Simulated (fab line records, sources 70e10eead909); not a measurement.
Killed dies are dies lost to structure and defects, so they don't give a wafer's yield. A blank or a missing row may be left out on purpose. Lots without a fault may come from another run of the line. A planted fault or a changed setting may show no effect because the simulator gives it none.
Chamber matching | flow nand_harc | NHARC_A_M0_DEP_32 on pecvd-04: 3 sister chambers
The step deposits SiCN, target thk 30 nm. 6 wafers are shown with their chamber, then 8 later ones without.

WAFERS WITH THEIR CHAMBER
wafer  | chamber | heater_power_w (W)
L082.5 | 2       | 472
L082.6 | 0       | 600
L085.2 | 2       | 470
L085.3 | 1       | 584
L085.5 | 1       | 566
L087.1 | 0       | 587

WAFERS WITHOUT THEIR CHAMBER
wafer  | heater_power_w (W)
L087.4 | 610
L087.5 | 596
L090.3 | 523
L090.5 | 507
L090.6 | 531
L093.3 | 418
L093.4 | 620
L093.6 | 501

WHICH CHAMBER EACH WENT THROUGH
wafer  | from the rows above     | in truth
L087.4 | 0                       | 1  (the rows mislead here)
L087.5 | 0                       | 0
L090.3 | can't be placed: 1 or 2 | 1
L090.5 | 2                       | 2
L090.6 | can't be placed: 1 or 2 | 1
L093.3 | 2                       | 2
L093.4 | 0                       | 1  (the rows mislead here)
L093.6 | 2                       | 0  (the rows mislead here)
Placed correctly: 3 of 8. Can't be placed from these rows: 2 (the true chamber is among the candidates in 2). Placed wrongly: 3.
How it was worked out, from the rows above alone: a wafer's distance from a chamber is the root of the sum, over the readings, of the square of ((its reading less the chamber's mean) divided by the reading's scatter). The wafer belongs to the nearest chamber; if the next one is less than 2 further off, it can't be placed. A chamber's mean is the mean of its shown wafers. The scatter: the root of (the sum of the squares of (reading less its chamber's mean) over the shown wafers, divided by (wafers less chambers)).
